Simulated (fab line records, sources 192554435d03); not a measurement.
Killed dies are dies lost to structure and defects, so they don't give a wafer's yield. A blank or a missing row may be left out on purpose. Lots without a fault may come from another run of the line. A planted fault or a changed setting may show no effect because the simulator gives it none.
Which tool did it? | flow n5_finfet | 11 lots, 33 wafers sampled, at 3 steps of a route of 1938

WHAT THE GAUGES READ, wafer by wafer
N5_STI_FIN_REVEAL_CD_MEAS_22: target cd 6.238 nm, pitch 28 nm.
lot  | measured    | on        | cd_nm (nm)
L075 | day 2 19:11 | cd_sem-02 | 5.97 6.29 5.96
L078 | day 3 12:00 | cd_sem-02 | 6.61 5.70 5.78
L080 | day 4 01:16 | cd_sem-02 | 6.29 6.27 6.60
L082 | day 4 15:01 | cd_sem-02 | 5.88 6.40 6.33
L084 | day 5 01:33 | cd_sem-01 | 5.92 6.43 5.84
L086 | day 5 13:14 | cd_sem-02 | 5.89 6.16 6.19
L088 | day 6 01:38 | cd_sem-02 | 5.75 6.51 6.55
L090 | day 6 14:36 | cd_sem-03 | 6.31 5.76 6.77
L092 | day 7 02:32 | cd_sem-02 | 6.15 6.33 6.58
L094 | day 7 12:31 | cd_sem-02 | 6.39 5.67 6.29
L096 | day 7 23:44 | cd_sem-01 | 6.60 6.48 5.73

WHICH TOOL RAN EACH LOT (tool, then ch and the chambers of the sampled wafers, then the start)
lot  | N5_FIN_CUT_STRIP_22               | N5_STI_FIN_REVEAL_STRIP_24
L075 | rie_diel-03 ch 0,1,3, day 2 10:05 | rie_diel-04 ch 1,2,3, day 2 16:17
L078 | rie_diel-03 ch 0,1,2, day 3 03:09 | rie_diel-02 ch 2,3, day 3 09:04
L080 | rie_diel-05 ch 1,3, day 3 15:26   | rie_diel-01 ch 0,1, day 3 22:22
L082 | rie_diel-03 ch 0,1, day 4 06:07   | rie_diel-04 ch 0,2, day 4 11:59
L084 | rie_diel-05 ch 0,1,2, day 4 16:29 | rie_diel-02 ch 0,1,3, day 4 22:37
L086 | rie_diel-03 ch 0,1,2, day 5 03:53 | rie_diel-01 ch 0,2,3, day 5 10:14
L088 | rie_diel-05 ch 0,2,3, day 5 16:52 | rie_diel-01 ch 0,1,3, day 5 22:44
L090 | rie_diel-03 ch 0,1,3, day 6 05:38 | rie_diel-01 ch 0,2,3, day 6 11:46
L092 | rie_diel-05 ch 0,2, day 6 17:39   | rie_diel-01 ch 0,1,3, day 6 23:39
L094 | rie_diel-05 ch 0,1,3, day 7 03:42 | rie_diel-02 ch 0,1,2, day 7 09:37
L096 | rie_diel-05 ch 0,1,3, day 7 14:49 | rie_diel-02 ch 0,1,2, day 7 20:51
- N5_FIN_CUT_STRIP_22: strips in N2/H2.
- N5_STI_FIN_REVEAL_STRIP_24: strips in N2/H2, time 90 s.

THE ANSWER, worked out from the rows above alone
Rule: what is usual is taken from the lots themselves. Put in order of their means at a reading, lots are off if they are a third of the lots or fewer, leave a main group of 4 or more, and stand apart from it by a gap of 3 or more times the standard deviation of the main group's means; of several such gaps the widest counts. A main group whose means are all the same, to the digits that the tables above print for the reading, isn't used. A lot without any number at a reading at which 4 lots or more have one is off too. The other lots that the step has rows for count as sound.
No lot is off at any reading shown: from this, nothing can be told.

WHAT THE SIMULATOR HAD PUT IN
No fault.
